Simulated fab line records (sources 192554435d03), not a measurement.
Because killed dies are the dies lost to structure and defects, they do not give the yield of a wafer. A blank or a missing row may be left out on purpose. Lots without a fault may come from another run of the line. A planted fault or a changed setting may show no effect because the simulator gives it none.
Which tool was responsible? ; flow n5 finfet ; 9 lots, 27 wafers sampled, at 6 steps of a route of 1938

== WHAT THE GAUGES SHOWED, per wafer ==
N5_BEOL_M5_INSPECT_13: inspects for defects (brightfield).
lot;measured;on;raw defect count
L314;day 8 11:16;defect inspect-02;374 344 308
L317;day 9 08:34;defect inspect-02;422 459 629
L318;day 9 11:25;defect inspect-02;406 381 527
L320;day 10 01:14;defect inspect-02;667 643 687
L321;day 10 07:52;defect inspect-02;809 888 908
L334;day 13 10:00;defect inspect-01;445 310 356
L332;day 14 07:51;defect inspect-01;401 330 472
L335;day 14 13:50;defect inspect-02;337 388 420
L336;day 15 06:32;defect inspect-01;447 348 413

N5_BEOL_M5_INSPECT_30: inspects for defects (brightfield).
lot;measured;on;raw defect count
L314;day 8 12:17;defect inspect-01;355 332 277
L317;day 9 09:54;defect inspect-02;429 435 677
L318;day 9 14:16;defect inspect-01;411 345 502
L320;day 10 03:32;defect inspect-01;678 624 685
L321;day 10 11:59;defect inspect-02;814 851 918
L334;day 13 12:20;defect inspect-01;436 346 324
L332;day 14 09:19;defect inspect-01;378 350 476
L335;day 14 17:04;defect inspect-02;360 398 429
L336;day 15 09:57;defect inspect-02;468 359 438

== WHAT TOOL EACH LOT RAN ON (gives the tool, then ch and the chambers of the sampled wafers, and finally the start) ==
lot;N5_BEOL_M5_ILD_DEP_00;N5_BEOL_M5_DESCUM_16;N5_BEOL_M5_ETCH_62;N5_BEOL_M5_STRIP_64
L314;pecvd-02 ch 0,2, day 8 08:28;rie diel-03 ch 0,3, day 8 11:18;rie diel-03 ch 0,3, day 8 11:23;rie diel-03 ch 0,3, day 8 11:30
L317;pecvd-02 ch 1,2, day 9 06:24;rie diel-04 ch 0,1, day 9 08:49;rie diel-04 ch 0,1, day 9 08:54;rie diel-04 ch 0,1, day 9 09:02
L318;pecvd-02 ch 0,2, day 9 09:20;rie diel-04 ch 0,2,3, day 9 11:26;rie diel-04 ch 0,2,3, day 9 11:31;rie diel-04 ch 0,2,3, day 9 11:39
L320;pecvd-02 ch 0,1, day 9 22:25;rie diel-04 ch 0,3, day 10 01:16;rie diel-04 ch 0,3, day 10 01:20;rie diel-04 ch 0,3, day 10 01:28
L321;pecvd-02 ch 1,2, day 10 05:12;rie diel-05 ch 0,2, day 10 08:10;rie diel-05 ch 0,2, day 10 08:14;rie diel-05 ch 0,2, day 10 08:22
L334;pecvd-01 ch 1,2, day 13 07:47;rie diel-05 ch 1,2,3, day 13 10:02;rie diel-05 ch 1,2,3, day 13 10:07;rie diel-05 ch 1,2,3, day 13 10:14
L332;pecvd-02 ch 0,1,2, day 14 06:17;rie diel-05 ch 0,1,2, day 14 07:53;rie diel-05 ch 0,1,2, day 14 07:58;rie diel-05 ch 0,1,2, day 14 08:05
L335;pecvd-02 ch 1,2, day 14 11:49;rie diel-04 ch 2,3, day 14 13:52;rie diel-04 ch 2,3, day 14 13:56;rie diel-04 ch 2,3, day 14 14:04
L336;pecvd-03 ch 0,2, day 15 04:49;rie diel-04 ch 0,1,3, day 15 06:34;rie diel-04 ch 0,1,3, day 15 06:38;rie diel-04 ch 0,1,3, day 15 06:46
- N5_BEOL_M5_ILD_DEP_00: deposits SiCOH lowk from DEMS/porogen, target thk 140.64 nm, time 25.9 s.
- N5_BEOL_M5_DESCUM_16: chemistry O2, time 7 s.
- N5_BEOL_M5_ETCH_62: etches SOC in N2/H2, target depth 75 nm, overetch 15 nm, time 112.5 s.
- N5_BEOL_M5_STRIP_64: strips in CF4.

== AS READ BY THE TOOLS THEMSELVES (means over the sampled wafers that have a number; for cases with no such wafer, the mark the record gives instead) ==
N5_BEOL_M5_ILD_DEP_00.
lot;tool;heater power w (W);showerhead plenum p Torr (Torr);throttle valve pct (%)
L314;pecvd-02;311;5.755;14.4
L317;pecvd-02;341;5.760;14.2
L318;pecvd-02;326;5.734;14.8
L320;pecvd-02;358;5.740;14.4
L321;pecvd-02;306;5.749;14.1
L334;pecvd-01;325;5.726;12.8
L332;pecvd-02;337;5.738;14.3
L335;pecvd-02;329;5.758;14.2
L336;pecvd-03;316;5.749;13.5

N5_BEOL_M5_DESCUM_16.
lot;tool;drypump motor current A (A);o2 flow sccm (sccm);oes product au (a.u.);rf vpp V (V);showerhead plenum p Torr (Torr);throttle valve pct (%)
L314;rie diel-03;5.6;225.1;0.80;244.1;2.14;20.69
L317;rie diel-04;5.9;224.7;0.75;241.7;2.09;20.59
L318;rie diel-04;5.9;225.5;0.70;243.0;2.04;20.54
L320;rie diel-04;5.4;225.2;0.69;241.6;2.07;20.64
L321;rie diel-05;5.5;225.7;0.71;243.6;2.12;20.53
L334;rie diel-05;5.6;225.0;0.70;243.4;2.07;20.54
L332;rie diel-05;5.6;224.5;0.69;242.6;2.11;20.63
L335;rie diel-04;5.5;225.5;0.92;243.5;2.12;20.27
L336;rie diel-04;5.6;224.5;0.79;242.7;2.07;20.61

N5_BEOL_M5_ETCH_62.
lot;tool;drypump motor current A (A);oes product au (a.u.);rf vpp V (V);showerhead plenum p Torr (Torr);throttle valve pct (%)
L314;rie diel-03;5.6;0.62;525.4;2.59;17.95
L317;rie diel-04;6.0;0.59;523.7;2.54;18.03
L318;rie diel-04;5.9;0.55;521.4;2.47;17.96
L320;rie diel-04;5.4;0.55;523.7;2.50;17.91
L321;rie diel-05;5.5;0.57;524.8;2.55;17.78
L334;rie diel-05;5.5;0.56;522.9;2.52;17.98
L332;rie diel-05;5.6;0.55;524.1;2.55;17.92
L335;rie diel-04;5.5;0.73;523.8;2.55;17.51
L336;rie diel-04;5.6;0.62;523.7;2.51;17.91

N5_BEOL_M5_STRIP_64.
lot;tool;drypump motor current A (A);oes product au (a.u.);power w (W);rf vpp V (V);showerhead plenum p Torr (Torr);throttle valve pct (%)
L314;rie diel-03;5.6;0.78;299.5;271.0;1.82;13.77
L317;rie diel-04;5.9;0.74;300.5;271.5;1.80;13.74
L318;rie diel-04;5.9;0.70;299.6;270.2;1.75;13.72
L320;rie diel-04;5.4;0.69;299.7;271.0;1.77;13.79
L321;rie diel-05;5.4;0.71;299.4;271.6;1.80;13.61
L334;rie diel-05;5.5;0.70;299.8;271.4;1.77;13.71
L332;rie diel-05;5.5;0.69;299.9;270.8;1.80;13.77
L335;rie diel-04;5.5;0.91;299.8;271.7;1.81;13.25
L336;rie diel-04;5.5;0.78;299.5;271.4;1.78;13.71

== THE ANSWER, worked out from the rows above alone ==
Rule: what is usual is taken from the lots themselves. The widest of any qualifying gaps counts: lots, ordered by their means at a reading, are off when they make up no more than a third of the lots, leave a main group of 4 or more, and stand apart from it by 3 or more times the standard deviation of that group's means. A main group whose means are all the same, to the digits that the tables above print for the reading, isn't used. Also off: a lot with no number at a reading for which 4 or more lots have one. Where the step has rows for the other lots, those lots are counted as sound. The gauges are gone through in route order, then the tools' own readings, and for those a lot's mean is taken as printed above. The first step at which some lot is off is used, and at that step the reading that is off furthest; a lot without a number counts as furthest.
Off: L320, L321 (N5_BEOL_M5_INSPECT_13, raw defect count). For the main group the mean is 406 and the standard deviation 49.
A tool fits if, at a process step before that reading, it ran every lot that is off, and no sound lot after the first of them. Gauges at N5_BEOL_M5_INSPECT_13: tried the same way as those tools. None of those tried fits.

== WHAT THE SIMULATOR PUT IN ==
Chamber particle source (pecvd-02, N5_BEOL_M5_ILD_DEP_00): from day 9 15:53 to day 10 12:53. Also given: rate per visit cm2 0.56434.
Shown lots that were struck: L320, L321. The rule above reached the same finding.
